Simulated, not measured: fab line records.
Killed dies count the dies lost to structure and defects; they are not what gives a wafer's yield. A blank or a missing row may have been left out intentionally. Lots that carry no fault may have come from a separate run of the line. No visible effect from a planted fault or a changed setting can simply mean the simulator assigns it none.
Which of the tools did it?    flow n5-finfet    32 wafers from 11 lots sampled at 5 of the route's 1938 steps

## WHAT THE GAUGES READ, wafer by wafer
The record holds no reading of a measuring or inspecting step that can be judged against a usual standard deviation.

## WHAT TOOL EACH LOT RAN ON (gives the tool, then ch and the chambers of the sampled wafers, and finally the start)
lot   N5_BEOL_M9_TRENCH_ETCH_37                      N5_BEOL_M9_STRIP_80                            N5_BEOL_M9_CURE_72             N5_BEOL_M9_CVD_78                 N5_PASSIVATION_PROBE_49
L195  rie-diel-06 ch 0,1,3, day 8 22:42 or earlier   rie-diel-06 ch 0,1,3, day 8 22:42 or earlier   uv-cure-02 ch 2, day 8 22:42   cvd-co-02 ch 0,1, day 8 23:31     prober-02, day 11 04:40
L198  rie-diel-05 ch 0,1,3, day 10 01:35 or earlier  rie-diel-05 ch 0,1,3, day 10 01:35 or earlier  uv-cure-03 ch 2, day 10 01:35  cvd-co-01 ch 0,1, day 10 02:41    prober-01, day 12 04:06
L199  rie-diel-02 ch 0,1,3, day 10 11:07 or earlier  rie-diel-02 ch 0,1,3, day 10 11:07 or earlier  uv-cure-02 ch 2, day 10 11:07  cvd-co-02 ch 0,1,2, day 10 13:37  prober-01, day 12 19:34
L196  rie-diel-02 ch 0,1, day 10 13:45 or earlier    rie-diel-02 ch 0,1, day 10 13:45 or earlier    uv-cure-01 ch 2, day 10 13:45  cvd-co-01 ch 0,1,2, day 10 14:43  -
L202  rie-diel-05 ch 0,1,2, day 12 08:04 or earlier  rie-diel-05 ch 0,1,2, day 12 08:04 or earlier  uv-cure-01 ch 1, day 12 08:04  cvd-co-01 ch 0,2, day 12 09:49    prober-02, day 14 21:00
L204  rie-diel-06 ch 1,2, day 12 08:02 or earlier    rie-diel-06 ch 1,2, day 12 08:02 or earlier    uv-cure-02 ch 0, day 12 08:02  cvd-co-01 ch 0,1,2, day 12 09:43  -
L203  rie-diel-06 ch 1,2, day 12 11:49 or earlier    rie-diel-06 ch 1,2, day 12 11:49 or earlier    uv-cure-01 ch 0, day 12 11:49  cvd-co-02 ch 0,2, day 12 13:17    prober-01, day 14 21:40
L205  rie-diel-05 ch 1,2, day 12 12:10 or earlier    rie-diel-05 ch 1,2, day 12 12:10 or earlier    uv-cure-02 ch 2, day 12 12:10  cvd-co-01 ch 0,2, day 12 13:20    prober-01, day 15 01:50
L206  rie-diel-06 ch 0,2,3, day 12 16:39 or earlier  rie-diel-06 ch 0,2,3, day 12 16:39 or earlier  uv-cure-03 ch 1, day 12 16:39  cvd-co-02 ch 1,2, day 12 17:49    prober-01, day 15 05:35
L207  rie-diel-02 ch 2,3, day 13 00:08 or earlier    rie-diel-02 ch 2,3, day 13 00:08 or earlier    uv-cure-02 ch 0, day 13 00:08  cvd-co-01 ch 0,1,2, day 13 01:33  -
L211  rie-diel-05 ch 0,1, day 14 04:48 or earlier    rie-diel-05 ch 0,1, day 14 04:48 or earlier    uv-cure-01 ch 1, day 14 04:48  cvd-co-01 ch 0,2, day 14 06:35    prober-01, day 16 18:41
- N5_BEOL_M9_TRENCH_ETCH_37: etches SiCOH lowk in C4F6/O2, target depth 151.43 nm, time 49 s.
- N5_BEOL_M9_STRIP_80: strips in N2/H2, time 10 s.
- N5_BEOL_M9_CURE_72: cures SiCOH lowk, time 120 s.
- N5_BEOL_M9_CVD_78: deposits Co from CCTBA/H2, target thk 2 nm, time 138.9 s.
- N5_PASSIVATION_PROBE_49

## WHAT THE TOOLS THEMSELVES READ (means of the sampled wafers that have a number; where no wafer has one, the mark that the record gives instead)
N5_BEOL_M9_TRENCH_ETCH_37. Usual: drypump-motor-current-A 5.8 A, standard deviation 0.51; oes-product-au 0.80 a.u., standard deviation 0.077; rf-vpp-V 662 V, standard deviation 4.2; showerhead-plenum-p-Torr 2.86 Torr, standard deviation 0.099; throttle-valve-pct 20.93 %, standard deviation 0.24.
lot   tool         drypump-motor-current-A (A)  oes-product-au (a.u.)  rf-vpp-V (V)  showerhead-plenum-p-Torr (Torr)  throttle-valve-pct (%)  flag
L195  rie-diel-06  5.9                          0.80                   660           2.79                             20.82                   
L198  rie-diel-05  5.7                          0.88                   663           2.92                             20.82                   
L199  rie-diel-02  5.7                          0.84                   662           2.95                             20.93                   
L196  rie-diel-02  5.3                          0.84                   659           2.99                             21.11                   
L202  rie-diel-05  5.6                          0.78                   665           2.85                             21.00                   
L204  rie-diel-06  6.2                          0.74                   665           2.80                             21.06                   
L203  rie-diel-06  5.8                          0.73                   665           2.76                             21.02                   
L205  rie-diel-05  5.6                          0.72                   664           2.86                             21.27                   
L206  rie-diel-06  6.3                          0.79                   662           2.82                             20.89                   
L207  rie-diel-02  6.1                          0.84                   664           2.84                             20.70                   
L211  rie-diel-05  5.8                          0.79                   662           2.85                             20.86                   

N5_BEOL_M9_STRIP_80. Usual: drypump-motor-current-A 5.8 A, standard deviation 0.51; oes-product-au 0.80 a.u., standard deviation 0.079; rf-vpp-V 59.2 V, standard deviation 0.88; showerhead-plenum-p-Torr 2.55 Torr, standard deviation 0.092; throttle-valve-pct 23.7 %, standard deviation 0.31.
lot   tool         drypump-motor-current-A (A)  oes-product-au (a.u.)  rf-vpp-V (V)  showerhead-plenum-p-Torr (Torr)  throttle-valve-pct (%)  flag
L195  rie-diel-06  5.9                          0.81                   59.4          2.49                             23.6                    
L198  rie-diel-05  5.8                          0.88                   60.2          2.61                             23.8                    
L199  rie-diel-02  5.7                          0.85                   59.7          2.64                             23.7                    
L196  rie-diel-02  5.2                          0.84                   59.3          2.68                             23.9                    
L202  rie-diel-05  5.6                          0.78                   59.2          2.55                             23.9                    
L204  rie-diel-06  6.2                          0.74                   59.6          2.48                             23.6                    
L203  rie-diel-06  5.8                          0.73                   58.2          2.45                             23.7                    
L205  rie-diel-05  5.6                          0.72                   59.8          2.55                             24.2                    
L206  rie-diel-06  6.3                          0.79                   58.1          2.52                             23.5                    
L207  rie-diel-02  6.1                          0.85                   59.3          2.54                             23.3                    
L211  rie-diel-05  5.7                          0.80                   58.9          2.55                             23.8                    

N5_BEOL_M9_CURE_72. Usual: lamp-power-pct 52.31 %, standard deviation 0.054; wafer_temp_C_max 371.7, standard deviation 0.52.
lot   tool        lamp-power-pct (%)  wafer_temp_C_max  flag
L195  uv-cure-02  52.31               371.9             
L198  uv-cure-03  52.29               372.0             
L199  uv-cure-02  52.28               371.7             
L196  uv-cure-01  52.32               371.5             
L202  uv-cure-01  52.33               370.6             
L204  uv-cure-02  52.28               372.1             
L203  uv-cure-01  52.36               371.0             
L205  uv-cure-02  52.35               371.9             
L206  uv-cure-03  52.32               372.2             
L207  uv-cure-02  52.35               371.5             
L211  uv-cure-01  52.35               370.7             

N5_BEOL_M9_CVD_78. Usual: 161.9 s for run-length-s, sd 0.48.
lot   tool       run-length-s (s)  flag
L195  cvd-co-02  162.0             
L198  cvd-co-01  161.9             
L199  cvd-co-02  161.9             
L196  cvd-co-01  161.6             
L202  cvd-co-01  162.0             
L204  cvd-co-01  161.6             
L203  cvd-co-02  161.5             
L205  cvd-co-01  161.7             
L206  cvd-co-02  162.4             
L207  cvd-co-01  161.6             
L211  cvd-co-01  163.3             

N5_PASSIVATION_PROBE_49. Usual: defect-limited-yield 91.2 %, standard deviation 1.5; killed_at_M0_to_M3 35, standard deviation 11; killed_at_M4_up 13, standard deviation 5.6; killed-at-contacts 13, standard deviation 6.3; killed-at-front-end 38, standard deviation 12; killed-at-other 3.7, standard deviation 2.9; killed-dies 104, standard deviation 18; killed-on-rim 14, standard deviation 3.8; killed-open 69, standard deviation 13; killed-short 34, standard deviation 8.3; sort_bin_5_function 5.2 %, standard deviation 0.95; sort_bin_6_memory 3.3 %, standard deviation 0.68; sort-n-pass 1076, standard deviation 18; sort-yield-pct 91.2 %, standard deviation 1.5.
lot   tool       defect-limited-yield (%)  killed_at_M0_to_M3  killed_at_M4_up  killed-at-contacts  killed-at-front-end  killed-at-other  killed-dies  killed-on-rim  killed-open  killed-short  sort_bin_5_function (%)  sort_bin_6_memory (%)  sort-n-pass  sort-yield-pct (%)  flag
L195  prober-02  92.4                      31                  9                11                  31                   7.7              90           11             56           32            4.3                      3.1                    1090         92.4                
L198  prober-01  92.8                      42                  11               9                   22                   1.3              85           10             56           27            4.2                      2.7                    1095         92.8                
L199  prober-01  91.2                      30                  23               12                  34                   5.7              104          14             73           31            5.4                      3.0                    1076         91.2                
L202  prober-02  89.5                      37                  13               16                  57                   1.3              124          19             83           40            6.3                      3.8                    1056         89.5                
L203  prober-01  90.8                      30                  14               15                  44                   5.3              109          13             74           34            5.4                      3.6                    1071         90.8                
L205  prober-01  90.8                      40                  15               13                  39                   2.0              109          12             71           35            5.3                      3.5                    1071         90.8                
L206  prober-01  91.2                      20                  16               10                  55                   2.3              103          12             70           32            5.6                      3.0                    1077         91.2                
L211  prober-01  92.0                      30                  6                25                  31                   2.5              94           13             67           27            4.5                      3.2                    1086         92.0                

## THE ANSWER, worked out from the rows above alone
Rule: a lot is off if the mean of its wafers that have a number lies more than 3 standard deviations from the usual mean. Also off: a lot with no number at a reading for which 4 or more lots have one. All remaining lots with rows at the step are treated as sound. After the gauges, taken in route order, come the tools' own readings; for these a lot's mean is taken, as printed above. At the first step where some lot is off, the reading lying furthest off is the one used; lots without a number count as furthest.
Across all readings shown, no lot is off: no conclusion can be drawn from this.

## WHAT THE SIMULATOR PUT IN
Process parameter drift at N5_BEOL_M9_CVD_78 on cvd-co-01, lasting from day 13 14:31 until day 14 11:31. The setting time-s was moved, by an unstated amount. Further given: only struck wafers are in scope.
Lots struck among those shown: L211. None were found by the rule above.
